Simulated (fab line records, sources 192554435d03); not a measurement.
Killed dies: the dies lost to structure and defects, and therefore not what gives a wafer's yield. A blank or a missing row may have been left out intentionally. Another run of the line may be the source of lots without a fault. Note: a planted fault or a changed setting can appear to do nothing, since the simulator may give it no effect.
3 desks, one fault || flow n5 finfet || only its own numbers are on each desk; what lay behind them is given at the end

THE DEFECT DESK
Per lot, the means of the sampled wafers with a number show what the inspections along the route counted. If a lot's mean is further than 4 standard deviations from the usual mean, the lot is out of limits and carries the mark OUT (the distance appears in the brackets).
Columns: A = raw defect count at N5_BEOL_M0_CUTY_INSPECT_59, usual 2.0
{"lot": "L131", "first seen here": "day 5 16:12", "A": 2.7}
{"lot": "L132", "first seen here": "day 6 00:46", "A": 1.7}
{"lot": "L135", "first seen here": "day 6 15:46", "A": 2.0}
{"lot": "L143", "first seen here": "day 8 19:31", "A": 0.7}
{"lot": "L145", "first seen here": "day 9 15:42", "A": 1.7}
{"lot": "L147", "first seen here": "day 9 19:52", "A": 3.7}
{"lot": "L148", "first seen here": "day 10 00:56", "A": 2.3}
{"lot": "L149", "first seen here": "day 10 11:35", "A": 2.7}
{"lot": "L150", "first seen here": "day 10 12:33", "A": 2.3}
{"lot": "L151", "first seen here": "day 10 16:20", "A": 3.3}
This desk's verdict: no lot among the 10 shows anything out of limits.

AT THE METROLOGY DESK
What the gauges read for every lot (on any tool): the sampled wafers with a number, averaged. If a lot's mean is further than 4 standard deviations from the usual mean, the lot is out of limits and carries the mark OUT (the distance appears in the brackets). Of its 10 readings 7 are shown: those that lie furthest out on some lot.
Columns: A = DIBL_P at N5_BEOL_M4_RC_MEAS_101, usual 36.8 mV/V; B = IOFF_N at N5_BEOL_M4_RC_MEAS_101, usual 0.169 nA/um; C = ION_P at N5_BEOL_M4_RC_MEAS_101, usual 462 uA/um; D = SS_N at N5_BEOL_M4_RC_MEAS_101, usual 71.6 mV/dec; E = SS_P at N5_BEOL_M4_RC_MEAS_101, usual 73.3 mV/dec; F = VT_N at N5_BEOL_M4_RC_MEAS_101, usual 248.8 mV; G = VT_P at N5_BEOL_M4_RC_MEAS_101, usual -251 mV
{"lot": "L131", "first seen here": "day 9 01:16", "A": 35.4, "B": 0.151, "C": 458, "D": 70.6, "E": 73.0, "F": 250.7, "G": -256}
{"lot": "L132", "first seen here": "day 9 09:15", "A": 36.3, "B": 0.163, "C": 454, "D": 71.4, "E": 73.2, "F": 248.7, "G": -253}
{"lot": "L135", "first seen here": "day 10 13:31", "A": 39.2, "B": 0.202, "C": 464, "D": 72.4, "E": 74.1, "F": 247.7, "G": -252}
{"lot": "L143", "first seen here": "day 12 01:35", "A": 37.9, "B": 0.166, "C": 466, "D": 72.0, "E": 73.3, "F": 250.0, "G": -248}
{"lot": "L145", "first seen here": "day 13 08:59", "A": 39.0, "B": 0.214, "C": 468, "D": 72.4, "E": 74.2, "F": 245.0, "G": -249}
{"lot": "L147", "first seen here": "day 13 11:26", "A": 33.9, "B": 0.135, "C": 456, "D": 71.2, "E": 72.5, "F": 252.5, "G": -254}
{"lot": "L148", "first seen here": "day 13 11:52", "A": 36.2, "B": 0.170, "C": 450, "D": 71.4, "E": 73.8, "F": 249.8, "G": -257}
{"lot": "L149", "first seen here": "day 13 16:56", "A": 37.4, "B": 0.190, "C": 463, "D": 71.8, "E": 73.3, "F": 247.2, "G": -249}
{"lot": "L150", "first seen here": "day 13 18:54", "A": 35.4, "B": 0.163, "C": 468, "D": 71.6, "E": 72.9, "F": 248.2, "G": -248}
{"lot": "L151", "first seen here": "day 14 04:37", "A": 36.8, "B": 0.160, "C": 466, "D": 72.0, "E": 73.6, "F": 250.6, "G": -250}
This desk's verdict: no lot among the 10 shows anything out of limits.

AT THE TOOL OWNER'S DESK: rie diel-03
The tool's own readings at N5_BEOL_M0_ETCH_109 (etches SiCN in CH3F/O2, target depth 8 nm, overetch 2.4 nm, time 27.4 s): means of the sampled wafers that have a number, for each lot that ran on this tool. If a lot's mean is further than 4 standard deviations from the usual mean, the lot is out of limits and carries the mark OUT (the distance appears in the brackets).
Columns: A = bias w at N5_BEOL_M0_ETCH_109, usual 75.01 W; B = drypump motor current A at N5_BEOL_M0_ETCH_109, usual 5.6 A; C = oes product au at N5_BEOL_M0_ETCH_109, usual 0.71 a.u.; D = rf vpp V at N5_BEOL_M0_ETCH_109, usual 297.9 V; E = showerhead plenum p Torr at N5_BEOL_M0_ETCH_109, usual 2.03 Torr; F = throttle valve pct at N5_BEOL_M0_ETCH_109, usual 16.23 %
{"lot": "L132", "first seen here": "day 6 04:11", "A": 74.92, "B": 5.8, "C": 0.66, "D": 297.6, "E": 2.00, "F": 16.32}
{"lot": "L135", "first seen here": "day 6 18:07", "A": 74.90, "B": 5.8, "C": 0.66, "D": 296.8, "E": 2.00, "F": 16.34}
{"lot": "L143", "first seen here": "day 8 22:14", "A": "94.52 (+89) OUT", "B": 5.8, "C": 0.81, "D": "344.0 (+24) OUT", "E": 2.01, "F": 16.02}
{"lot": "L145", "first seen here": "day 9 20:01", "A": "94.41 (+88) OUT", "B": 5.5, "C": 0.64, "D": "344.0 (+24) OUT", "E": 2.02, "F": 16.47}
This desk finds L143, L145 out of limits, L143 being first, at day 8 22:14 (bias w at N5_BEOL_M0_ETCH_109). L132, L135 stayed within limits.

ALL TOGETHER
At day 8 22:14, on L143, L145, the tool owner's desk was in a position to raise an alarm.
Nothing out of limits was seen by the defect desk.
Metrology desk: nothing out of limits seen.
The defect desk has L143, L145 on record, within its limits.
The metrology desk holds a record of L143, L145, inside its limits.
N5_BEOL_M0_ETCH_109 was run on rie diel-03 by each of the lots named.

WHAT THE SIMULATOR HAD INSERTED
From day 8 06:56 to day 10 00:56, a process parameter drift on rie diel-03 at N5_BEOL_M0_ETCH_109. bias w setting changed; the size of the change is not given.
Struck lots among those shown: L143, L145.
Hours from the fault's start to each desk's first reading out of limits: the tool owner's desk, 15.
